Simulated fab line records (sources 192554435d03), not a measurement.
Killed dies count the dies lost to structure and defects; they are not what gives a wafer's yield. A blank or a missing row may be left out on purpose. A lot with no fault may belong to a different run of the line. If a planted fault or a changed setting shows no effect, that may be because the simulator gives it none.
fab line records    flow n5_finfet
record: lots: 4  wafers: 12  last_day: 17
route steps=1938 shown PMOS_HMC_CHANNEL_EPI@83 FIN_SAQP@90 FIN_CUT@165 BEOL_M4@1111 PASSIVATION@1936
lots that met no fault: taken from a fault-free run of the same line
start_h: hours from the record's first day to the start of the lot's first wafer shown    wait_h: time in hours since the lot's previous step    " as in the row above    L1.1+2: a row that stands for several wafers    - no value, or no start given    * or withheld: withheld    < > ~ a bound
route shown NAME@n: names a module that has steps shown in the file, with the first one's number in the route    usual: mean/standard deviation taken from wafers without a fault    same: alike in all rows    chamber/n: place in a boat    sites: per-site readings    _std_site: standard deviation across them    _edge_site: inner sites' mean taken away from outer sites' mean    radius_mm: how far each site lies from the wafer's centre    mask NAME#n: copy n    behind: the tool/chamber that last shaped the wafer    hold: what put the lot on hold/how long, in hours/how the hold closed    device: the transistor (n, p or np) that didn't switch    end of line: the route-end tests of the same wafers    where a step has no rows: the recipe by itself    killed: dies lost to structure and defects at the first sort, not the wafer's yield    map: a wafer's dies, x killed, . not, _ none there
set.NAME: the run value of the setting; set.NAME@STEP: its run value at that earlier step    model.NAME: the simulator's own value behind a step, which no gauge read
lots at selected steps of the route; one table per step, one row per wafer
services: from which hour (start_h, from the record's first day; less than 0 if before it) a tool's chamber was out of use, for how many hours, and why
== steps ==
step: N5_PMOS_HMC_CHANNEL_EPI_PRECLEAN_40
recipe: chemistry: DHF  time_s: 30  temp_c: 25  dilution: withheld
step: N5_PMOS_HMC_CHANNEL_EPI_PRECLEAN_37
recipe: chemistry: O3/DIW  time_s: 45  temp_c: 22  o3_ppm: 10
step: N5_PMOS_HMC_CHANNEL_EPI_PRECLEAN_24
recipe: chemistry: DHF  time_s: 30  temp_c: 25  dilution: withheld
step: N5_PMOS_HMC_CHANNEL_EPI_SRD_25
recipe: dry: ipa_marangoni  do_ppb: 5  time_s: 30  temp_c: 23  rinse_liquid: diw
step: N5_PMOS_HMC_CHANNEL_EPI_EPI_26
recipe: material: Si  target_thk_a: 38  temp_c: 650  precursor: SiH4/H2  pressure_torr: 20  time_s: 22.7
step: N5_FIN_SAQP_PRECLEAN_42
recipe: chemistry: O3/DIW  time_s: 60  temp_c: 22  o3_ppm: 10
step: N5_FIN_SAQP_PRECLEAN_00
recipe: chemistry: SC1  time_s: 60  temp_c: 55  mix: 1:2:50
step: N5_FIN_SAQP_PRECLEAN_44
recipe: chemistry: SC2  time_s: 45  temp_c: 35  mix: 1:1:50
step: N5_FIN_SAQP_SRD_01
recipe: dry: ipa_marangoni  time_s: 30  temp_c: 23  rinse_liquid: diw
step: N5_FIN_SAQP_ALD_61
recipe: material: SiO2  target_thk_a: 40  temp_c: 300  ald_precursor_family: BDEAS  ald_co_reactant: O2-plasma  pulse_time_s: 1  purge_time_s: 2  co_reactant_purge_time_s: 2  ald_cycles: 43  pressure_torr: 2
usual: heater_power_w: 469/41  precursor_pulse_height_rel: 0.999/0.02
lot.wafer  tool        chamber  start_h  wait_h  heater_power_w  precursor_pulse_height_rel  since_wet_clean_h
L831.1     ald_sin-01  3        63.12    0.0     523             0.998                       344
L831.4     "           1        "        "       468             1.010                       -
L831.6     "           3        "        "       519             1.019                       -
L843.1     ald_sin-01  2        136.79   0.6     520             1.015                       37
L843.3     "           3        "        "       536             0.996                       37
L843.5     "           1        "        "       461             0.988                       -
L845.2     ald_sin-01  0        146.01   0.0     481             1.015                       47
L845.3     "           1        "        "       472             0.992                       47
L845.4     "           2        "        "       512             1.016                       47
L847.2     ald_sin-03  1        158.41   0.0     394             0.973                       256
L847.4     "           3        "        "       465             1.016                       256
L847.6     "           1        "        "       392             0.993                       -
step: N5_FIN_SAQP_DENSIFY_62
recipe: temp_c: 700  time_s: 60  ambient: N2  idle_temp_c: 600  ramp_up_c_per_s: 150  ramp_down_c_per_s: 60  cool_to_c: 600
step: N5_FIN_SAQP_HM_DEP_03
recipe: material: SiNx  target_thk_a: 380  temp_c: 400  precursor: SiH4/NH3/N2  pressure_torr: 1.5  rf_w: 300  time_s: 33.6
step: N5_FIN_SAQP_PECVD_47
recipe: material: a-Si  target_thk_a: 450  temp_c: 400  precursor: SiH4/He  pressure_torr: 3  rf_w: 100  time_s: 36.3
step: N5_FIN_SAQP_PECVD_48
recipe: material: SiNx  target_thk_a: 250  temp_c: 400  precursor: SiH4/NH3/N2  pressure_torr: 1.5  rf_w: 300  time_s: 22.1
step: N5_FIN_SAQP_PECVD_06
recipe: material: a-Si  target_thk_a: 600  temp_c: 400  precursor: SiH4/He  pressure_torr: 3  rf_w: 100  time_s: 48.1
step: N5_FIN_SAQP_HM_DEP_72
recipe: material: SiO2  target_thk_a: 120  temp_c: 400  precursor: SiH4/N2O  pressure_torr: 0.75  rf_w: 275  time_s: 7.2
step: N5_FIN_SAQP_COAT_49
recipe: resist: SOC  temp_c: 250  time_s: 60  spin_rpm: 1500  resist_thk_nm: 100
step: N5_FIN_SAQP_COAT_50
recipe: resist: SiARC  temp_c: 220  time_s: 60  spin_rpm: 1500  resist_thk_nm: 35
step: N5_FIN_SAQP_COAT_10
recipe: resist: CAR-ArF  spin_rpm: 1500  resist_thk_nm: 90
step: N5_FIN_SAQP_EBR_12
recipe: solvent: PGMEA  ebr_width_mm: 1.5
step: N5_FIN_SAQP_SOFTBAKE_11
recipe: temp_c: 110  time_s: 60  resist: CAR-ArF
step: N5_FIN_SAQP_EXPOSE_13
recipe: mask_id: FIN_CORE  na: 1.35  source_shape: dipole  sigma_inner: 0.538  sigma_outer: 0.738  polarization: te  target_cd_nm: 35.6  dose_mj: 63.25
step: N5_FIN_SAQP_PEB_14
recipe: peb_temp_c: withheld  peb_time_s: 60  resist: CAR-ArF
step: N5_FIN_SAQP_DEVELOP_15
recipe: develop_time_s: 30  developer: TMAH  resist: CAR-ArF  dev_temp_c: 23  rinse_liquid: diw  dry: air_spin
step: N5_FIN_SAQP_INSPECT_18
recipe: mode: adi  inspect_instrument: brightfield
usual: raw_defect_count: 393/100
lot.wafer  tool               chamber  start_h  wait_h  raw_defect_count
L831.1     defect_inspect-02  -        65.00    0.0     360
L831.4     "                  -        "        "       327
L831.6     "                  -        "        "       235
L843.1     defect_inspect-01  -        138.05   0.0     1474
L843.3     "                  -        "        "       324
L843.5     "                  -        "        "       329
L845.2     defect_inspect-01  -        147.25   0.0     451
L845.3     "                  -        "        "       355
L845.4     "                  -        "        "       1602
L847.2     defect_inspect-02  -        159.77   0.0     492
L847.4     "                  -        "        "       330
L847.6     "                  -        "        "       510
step: N5_FIN_SAQP_DESCUM_21
recipe: chemistry: O2  time_s: 7.9  source_power_w: 50  bias_power_w: 20  pressure_mtorr: 20  rf_frequency_hz: 2.712e+07  temp_c: 40  resist: CAR-ArF  o2_flow_sccm: 225
step: N5_FIN_SAQP_ETCH_51
recipe: chemistry: CF4  target: SiARC  target_depth_a: 455  mask_material: CAR-ArF  time_s: 75.8  ion_energy_ev: 80  pressure_mtorr: 40  source_w: 545  bias_w: 36  Ar_flow_sccm: 100  cf4_flow_sccm: 100  ends: cleared
step: N5_FIN_SAQP_ETCH_52
recipe: chemistry: N2/H2  target: SOC  target_depth_a: 1000  overetch_a: 200  mask_material: SiARC  temp_c: 40  time_s: 150  ion_energy_ev: 200  pressure_mtorr: 30  source_w: 840  bias_w: 150  n2_flow_sccm: 200  h2_flow_sccm: 200  ends: end_point
step: N5_FIN_SAQP_STRIP_53
recipe: chemistry: N2/H2  temp_c: 40  n2_flow_sccm: 200  h2_flow_sccm: 200  rf_frequency_hz: 6e+07
step: N5_FIN_SAQP_HM_OPEN_73
recipe: chemistry: CHF3/O2  target: SiO2  stop_on: a-Si  target_depth_a: 120  over_etch_frac: 1.8  mask_material: SOC  time_s: 16.8  pressure_mtorr: 30  source_w: 650  bias_w: 170  Ar_flow_sccm: 200  CHF3_flow_sccm: 50  O2_flow_sccm: 5  ion_energy_ev: 200  ends: end_point
step: N5_FIN_SAQP_STRIP_74
recipe: chemistry: CHF3/O2  resist: SiARC  rf_frequency_hz: 6e+07
step: N5_FIN_SAQP_MANDREL_ETCH_22
recipe: target_depth_a: 600  chemistry: HBr/Cl2  target: a-Si  stop_on: SiNx  bt_time_s: 10  over_etch_frac: 0.5  time_s: 30  pressure_mtorr: 10  icp_w: 800  bias_w: 75  HBr_flow_sccm: 150  Cl2_flow_sccm: 80  ends: end_point
step: N5_FIN_SAQP_STRIP_55
recipe: chemistry: N2/H2  power_w: 500  temp_c: 40  pressure_mtorr: 50  rf_frequency_hz: 6e+07  overash_fraction: 0.3  bias_power_w: 28  h2_frac: 0.5  n2_flow_sccm: 300  h2_flow_sccm: 300
step: N5_FIN_SAQP_STRIP_23
recipe: chemistry: SPM  time_s: 750  temp_c: 130  h2so4_h2o2_vol_ratio: 4
step: N5_FIN_SAQP_SRD_66
recipe: dry: ipa_marangoni  time_s: 30  temp_c: 23  rinse_liquid: diw
step: N5_FIN_CUT_INSPECT_10
recipe: mode: adi  inspect_instrument: brightfield
usual: raw_defect_count: 43/14
lot.wafer  tool               chamber  start_h  wait_h  raw_defect_count
L831.1     defect_inspect-01  -        69.71    0.1     45
L831.4     "                  -        "        "       33
L831.6     "                  -        "        "       26
L843.1     defect_inspect-02  -        142.93   0.1     1264
L843.3     "                  -        "        "       37
L843.5     "                  -        "        "       30
L845.2     defect_inspect-01  -        152.87   0.0     57
L845.3     "                  -        "        "       43
L845.4     "                  -        "        "       1301
L847.2     defect_inspect-02  -        165.06   0.0     22
L847.4     "                  -        "        "       35
L847.6     "                  -        "        "       30
step: N5_BEOL_M4_RC_MEAS_101
usual: DIBL_N: 36.1/1.5  DIBL_P: 36.1/1.9  IOFF_N: 0.159/0.029  IOFF_P: 0.21/0.038  ION_N: 675/11  ION_P: 464/8.1  SS_N: 71.5/0.57  SS_P: 73.3/0.64  VT_N: 249/3.1  VT_P: -250/3.8
lot.wafer  tool       chamber  start_h  wait_h  DIBL_N[mV/V]  DIBL_P[mV/V]  IOFF_N[nA/um]  IOFF_P[nA/um]  ION_N[uA/um]  ION_P[uA/um]  SS_N[mV/dec]  SS_P[mV/dec]  VT_N[mV]  VT_P[mV]
L831.1     prober-01  0        201.14   0.0     33.2          32.1          0.116          0.15           665           456           70.8          72.6          253       -255
L831.4     "          0        "        "       35.0          34.2          0.127          0.17           653           446           70.1          72.8          252       -253
L831.6     "          0        "        "       33.6          32.7          0.116          0.15           658           450           70.3          72.0          256       -255
L843.1     prober-01  0        276.70   0.0     35.8          37.2          0.159          0.21           658           458           72.3          74.1          251       -249
L843.3     "          0        "        "       36.3          38.5          0.176          0.22           674           462           71.9          73.8          248       -250
L843.5     "          0        "        "       35.2          36.8          0.160          0.19           668           456           71.5          73.5          251       -251
L845.2     prober-02  0        300.79   0.2     36.5          37.5          0.160          0.21           679           460           71.0          74.1          250       -253
L845.3     "          0        "        "       36.1          37.1          0.158          0.20           669           453           71.5          73.8          250       -253
L845.4     "          0        "        "       37.0          38.8          0.179          0.23           680           470           71.2          73.9          246       -248
L847.2     prober-01  0        321.60   0.2     36.2          37.9          0.192          0.27           679           475           71.6          74.0          246       -244
L847.4     "          0        "        "       34.7          35.0          0.153          0.21           683           473           71.3          73.3          249       -250
L847.6     "          0        "        "       36.2          36.5          0.183          0.23           682           463           71.3          74.1          248       -248
step: N5_PASSIVATION_PROBE_49
usual: defect_limited_yield: 91.5/1.6  killed_at_M0_to_M3: 33/10  killed_at_M4_up: 13/5.6  killed_at_contacts: 13/6  killed_at_front_end: 39/12  killed_at_other: 3.0/2.8  killed_dies: 101/19  killed_on_rim: 13/4  killed_open: 65/13  killed_short: 32/8.3  sort_bin_5_function: 5.0/1  sort_bin_6_memory: 3.1/0.69  sort_n_pass: 1079/19  sort_yield_pct: 91.5/1.6
same: gross_dies: 1180  killed_at_back_side: 0  sort_bin_4_leakage[%]: 0  sort_bin_8_speed[%]: 0
lot.wafer  tool       chamber  start_h  wait_h  defect_limited_yield[%]  killed_at_M0_to_M3  killed_at_M4_up  killed_at_contacts  killed_at_front_end  killed_at_other  killed_dies  killed_on_rim  killed_open  killed_short  sort_bin_5_function[%]  sort_bin_6_memory[%]  sort_n_pass  sort_yield_pct[%]
L843.1     prober-01  -        381.26   0.0     83.1                     34                  19               11                  133                  3                200          28             76           30            10.1                    3.6                   980          83.1
L843.3     prober-01  -        381.36   0.1     92.5                     47                  9                6                   24                   2                88           14             55           28            4.0                     3.1                   1092         92.5
L843.5     prober-01  -        381.46   0.2     91.6                     38                  11               21                  28                   1                99           13             66           30            5.5                     2.5                   1081         91.6
L845.4     prober-01  -        398.08   0.2     80.3                     46                  17               29                  139                  1                232          42             84           50            10.2                    5.0                   948          80.3
killed by level:class
L843.1 FIN_SAQP:unspecified=94 BEOL_M4:geometric_particle:open=12 FIN_SAQP:geometric_particle:open=9 MOL_CONTACT_COAG:geometric_particle:open=8 BEOL_M3:geometric_particle:open=8 BEOL_M0_SAQP:geometric_particle:open=7 FIN_SAQP:geometric_particle:short=6 BEOL_M0_SAQP:geometric_particle:short=6
L843.3 BEOL_M0_SAQP:geometric_particle:short=13 BEOL_M0_SAQP:geometric_particle:open=11 BEOL_M2:geometric_particle:open=8 BEOL_M3:geometric_particle:open=7 BEOL_M1:geometric_particle:open=6 FIN_SAQP:geometric_particle:short=4 STARTING-WAFER:geometric_particle:open=4 STI_FIN_REVEAL:geometric_particle:open=3
L843.5 MOL_CONTACT_COAG:geometric_particle:open=18 BEOL_M1:geometric_particle:open=9 BEOL_M3:geometric_particle:open=9 FIN_SAQP:geometric_particle:short=8 BEOL_M2:geometric_particle:open=5 BEOL_M0_SAQP:geometric_particle:open=4 BEOL_M4:geometric_particle:open=4 FIN_SAQP:geometric_particle:open=3
L845.4 FIN_SAQP:unspecified=86 MOL_CONTACT_COAG:geometric_particle:open=26 BEOL_M0_SAQP:geometric_particle:short=15 STI_FIN_REVEAL:geometric_particle:open=13 BEOL_M0_SAQP:geometric_particle:open=10 HKMG_FIN:area_etch=10 GATE_CUT:geometric_particle:short=6 BEOL_M2:geometric_particle:open=6
map L843.1 (x killed, . not)
_________________......x.....________________
______________...........x......_____________
___________x.......................__________
__________..x...........xx...xx....._________
________...xx..........x..x..........._______
_______....x...x........x..............______
______.xx............x..xx.........x...._____
_____....x.........x..........x.x........____
____..............x.x........x...x........___
___..x..........................x..........__
___............x.....x..........x..........__
__....x.x...x.x...........x................._
__...x..x.x.x.x............................._
_x...........x..............x....xx..x..x....
_.xx...............xx........................
_.............................x..............
_..x.....x...................................
_.......x..x...................x..x..........
_...................xx............x.x........
_......................x....x......x.........
_..x............x............................
__x....x.......x..x.........xx.............x_
__........x................x....x..........._
___...x...x................................__
___.....x...x.......x...x.......x..x.......__
____....xx.....x.........xx...x...........___
_____......x...........xxx.....x......xx.____
______.............xxx.xxxx.xx.........._____
_______....xx......xx.xxxxxxxxxxx......______
________...........xxxxxxxxxxxxxx...x._______
__________........xxxxxxxxxxxxxxx..x_________
___________....x.xxxxxxxxxxxxxxxx..__________
______________.xx..xxxxxxxxxxxxx_____________
_________________x.xxxxxxxxxx________________
map L845.4 (x killed, . not)
_________________x.......x...________________
______________.x...x.......x.xx._____________
___________x........x............x.__________
__________....x..x..............x..._________
________.......x.....xx.x..x..x......._______
_______..................x.............______
______....x......x........x...........x._____
_____.......x.................x.x...x...x____
____..........x...x.x....x..............x.___
___.........x........x......x......x.....x.__
___..........x.......x............x........__
__........x................x........x.x..x.._
__x...x....x........xx...x................xx_
_x........x...x.......x...xx..x..............
_...xx.......x.......x.....x.xx.x............
_x.........x.......x...x.........x.....xx..x.
_.........x.....x..........xx........x.......
_x...................................xx.x.x..
_........xx....xxx..x........................
_.....x........x....x..x...x...x.......x.....
_.x...........x......x............xx......x..
__...........x.........x...................x_
__.......x.x..............x.........x......._
___........xx....x....x...........x.x...x.x__
___........x..................x...x........__
____................................xx....___
_____.......x.....x......x.x....xx...x.x.____
______x........x....xxxx.xxx...xx......._____
_______....x.......xxxxxxxxxxx...x.....______
________.x........x.xxxxxxxxxxxx.x.x.._______
__________x...x...xxxxxxxxxxxxxx...._________
___________.....xx.xxxxxxxxxxxxxx..__________
______________.....xxxxxxxxxxxxx_____________
_________________xxxxxxxxxxxx________________
== services ==
tool        chamber  start_h  hours  kind
ald_sin-03  0        67.58    5.5    repair
ald_sin-01  -        85.40    14.0   pm
ald_sin-01  0        85.40    14.0   vent_cycle
ald_sin-01  1        85.40    14.0   vent_cycle
ald_sin-01  2        85.40    14.0   vent_cycle
ald_sin-01  3        85.40    14.0   vent_cycle
ald_sin-01  0        99.40    -      clean
ald_sin-01  1        99.40    -      clean
ald_sin-01  2        99.40    -      clean
ald_sin-01  3        99.40    -      clean
ald_sin-01  -        122.19   14.6   pm
== key ==
first_sign: step: N5_FIN_SAQP_INSPECT_18  reading: raw_defect_count  direction: up  sigmas: 11  usual: 393  struck: 1538
effect: step: N5_FIN_CUT_INSPECT_10  reading: raw_defect_count  direction: up  sigmas: 88  usual: 43  struck: 1282
effect: step: N5_PASSIVATION_PROBE_49  reading: killed_at_front_end  direction: up  sigmas: 8.3  usual: 39  struck: 136
more_kills_born_at: N5_FIN_SAQP_ALD_61@ald_sin-01: 180
met_at N5_FIN_SAQP_ALD_61
struck_wafers L843.1,L845.4
baseline_loss: step: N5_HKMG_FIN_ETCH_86  wafers: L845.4
fault: kind: chamber_particle_source  tool: ald_sin-01  chamber: 2  onset_h: 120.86  steps: N5_FIN_SAQP_ALD_61  rate_per_visit_cm2: 1.8563  end_h: 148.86
baseline_loss: these wafers lose ten dies or more at that step, a loss of the line's own and not of a fault; the sort's usual values leave them out
